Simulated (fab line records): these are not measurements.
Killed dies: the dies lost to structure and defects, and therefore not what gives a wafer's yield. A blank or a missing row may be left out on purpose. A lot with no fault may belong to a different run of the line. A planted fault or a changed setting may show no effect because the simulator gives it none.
One fault through the eyes of 2 desks ; flow nand harc ; each desk holds nothing but its own numbers, with what lay behind them at the end

== AT THE METROLOGY DESK ==
What the gauges read for every lot (on any tool): the sampled wafers with a number, averaged. A lot is out of limits, marked OUT, if its mean lies more than 4 standard deviations from the usual mean; the brackets give that distance.
Columns: A = overlay x nm at NHARC_A_BLC_OVL_MEAS_11, usual 0.0 nm; B = overlay y nm at NHARC_A_BLC_OVL_MEAS_11, usual 0.0 nm
lot;first seen here;A;B
L419;day 17 14:07;-2.2;-0.8
L417;day 17 15:23;-0.7;-0.2
L418;day 17 20:11;-0.3;-0.3
L420;day 18 12:12;-1.6;0.7
L424;day 18 19:40;0.5;-0.9
L421;day 18 20:25;-0.0;0.1
L428;day 20 14:58;-0.1;0.2
L430;day 21 05:37;1.1;0.3
L433;day 21 06:22;0.3;0.0
L434;day 21 11:25;0.8;-0.1
L439;day 22 08:56;-0.3;-1.8
This desk's finding: nothing out of limits on any of the 11 lots.

== FOR THE TOOL OWNER'S DESK: litho track-01 ==
The tool's own readings at NHARC_A_M0_DEVELOP_08 (develop time 35 s): means of the sampled wafers that have a number, for each lot that ran on this tool. A lot is out of limits, marked OUT, if its mean lies more than 4 standard deviations from the usual mean; the brackets give that distance.
Columns: A = chill plate temp C at NHARC_A_M0_DEVELOP_08, usual 23.01 C; B = developer temp C at NHARC_A_M0_DEVELOP_08, usual 22.99 C; C = resist line temp C at NHARC_A_M0_DEVELOP_08, usual 22.99 C
lot;first seen here;A;B;C
L418;day 17 23:00;23.04;22.95;23.08
L421;day 19 06:00;22.98;22.99;22.95
L428;day 20 18:00;22.91;23.16;22.87
L430;day 21 15:00;22.99;23.00;22.82
L433;day 21 16:00;23.11;23.81 (+7.5) OUT;23.13
L434;day 21 17:00;22.90;24.02 (+9.3) OUT;22.98
This desk's finding: out of limits on L433, L434; first on L433, day 21 16:00 (developer temp C at NHARC_A_M0_DEVELOP_08). L418, L421, L428, L430 stayed within limits.

== TAKEN TOGETHER ==
On L433, L434, at day 21 16:00, an alarm was possible from the tool owner's desk.
Nothing out of limits was seen by the metrology desk.
The metrology desk has L433, L434 on record, within its limits.
On litho track-01, each named lot ran NHARC_A_M0_DEVELOP_08.

== WHAT WAS PUT IN BY THE SIMULATOR ==
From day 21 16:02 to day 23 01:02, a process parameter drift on litho track-01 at NHARC_A_M0_DEVELOP_08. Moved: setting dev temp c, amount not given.
Struck lots among those shown: L433, L434.
